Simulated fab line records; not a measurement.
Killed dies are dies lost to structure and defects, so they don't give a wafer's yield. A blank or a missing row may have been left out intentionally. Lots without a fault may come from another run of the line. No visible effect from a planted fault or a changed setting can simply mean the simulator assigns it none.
2 desks looking at one fault :: flow nandHarc :: each desk has only its own numbers; what lay behind them comes last

## FOR THE TOOL OWNER'S DESK: rieSi-02
The tool's own readings at NHARC_A_WL_FILL_ETCHBACK_26 (etches the open film in HBr, target depth 52 nm, time 13.3 s): means of the sampled wafers that have a number, for each lot that ran on this tool. If a lot's mean is further than 4 standard deviations from the usual mean, the lot is out of limits and carries the mark OUT (the distance appears in the brackets).
Columns: A = drypumpMotorCurrentA at NHARC_A_WL_FILL_ETCHBACK_26, usual 5.7 A; B = heBacksideLeakSccm at NHARC_A_WL_FILL_ETCHBACK_26, usual 2.72 sccm; C = oesProductAu at NHARC_A_WL_FILL_ETCHBACK_26, usual 0.997 a.u.; D = throttleValvePct at NHARC_A_WL_FILL_ETCHBACK_26, usual 23.265 %
lot: L811
first seen here: day 16 05:28
A: 5.3
B: 2.73
C: 0.995
D: 23.258

lot: L810
first seen here: day 16 05:32
A: 5.3
B: 2.66
C: 0.999
D: 23.263

lot: L818
first seen here: day 17 17:38
A: 5.3
B: 2.70
C: 1.001
D: 23.256

lot: L819
first seen here: day 18 05:20
A: 5.6
B: 2.75
C: 1.002
D: 23.268

lot: L820
first seen here: day 18 16:01
A: 5.5
B: 2.83
C: 1.000
D: 23.258

lot: L826
first seen here: day 19 22:05
A: 5.6
B: 2.71
C: 0.877 (-13) OUT
D: 23.264

lot: L828
first seen here: day 20 12:03
A: 5.6
B: 2.94
C: 0.883 (-13) OUT
D: 23.264
Finding of this desk: L826, L828 out of limits; the first was L826 at day 19 22:05, on oesProductAu at NHARC_A_WL_FILL_ETCHBACK_26. L811, L810, L818, L819, L820: within limits.

## METROLOGY DESK
Means of the sampled wafers that have a number, per lot and without regard to the tool the lot ran on: this is what the gauges read. If a lot's mean is further than 4 standard deviations from the usual mean, the lot is out of limits and carries the mark OUT (the distance appears in the brackets).
Columns: A = overlayXNm at NHARC_A_SLIT_OVL_MEAS_10, usual -0.2 nm; B = overlayYNm at NHARC_A_SLIT_OVL_MEAS_10, usual 0.1 nm
lot: L811
first seen here: day 14 17:04
A: 0.2
B: -0.1

lot: L810
first seen here: day 14 17:36
A: -0.2
B: -0.1

lot: L814
first seen here: day 14 22:36
A: 0.4
B: -1.5

lot: L809
first seen here: day 14 22:54
A: -0.3
B: -0.3

lot: L818
first seen here: day 16 09:31
A: 0.4
B: -1.3

lot: L817
first seen here: day 16 10:37
A: -0.5
B: 0.0

lot: L819
first seen here: day 16 21:52
A: 1.2
B: 0.5

lot: L820
first seen here: day 17 09:26
A: -0.3
B: -1.2

lot: L822
first seen here: day 17 16:28
A: -1.0
B: -0.6

lot: L825
first seen here: day 18 06:16
A: -0.6
B: -0.3

lot: L826
first seen here: day 18 15:30
A: -0.5
B: 0.2

lot: L828
first seen here: day 19 04:48
A: 1.1
B: 0.9

lot: L832
first seen here: day 19 14:18
A: -0.3
B: -0.3
This desk's verdict: no lot among the 13 shows anything out of limits.

## ALL TOGETHER
On L826, L828, at day 19 22:05, an alarm was possible from the tool owner's desk.
From the metrology desk's view, nothing was out of limits.
The metrology desk has L826, L828 on record, within its limits.
The lots listed all ran NHARC_A_WL_FILL_ETCHBACK_26 on rieSi-02.

## WHAT THE SIMULATOR HAD INSERTED
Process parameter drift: rieSi-02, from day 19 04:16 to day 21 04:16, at NHARC_A_WL_FILL_ETCHBACK_26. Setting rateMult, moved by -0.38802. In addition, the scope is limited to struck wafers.
Lots struck among those shown: L826, L828.
How many hours passed from the start of the fault until each desk's first out-of-limits reading: the tool owner's desk, 18.
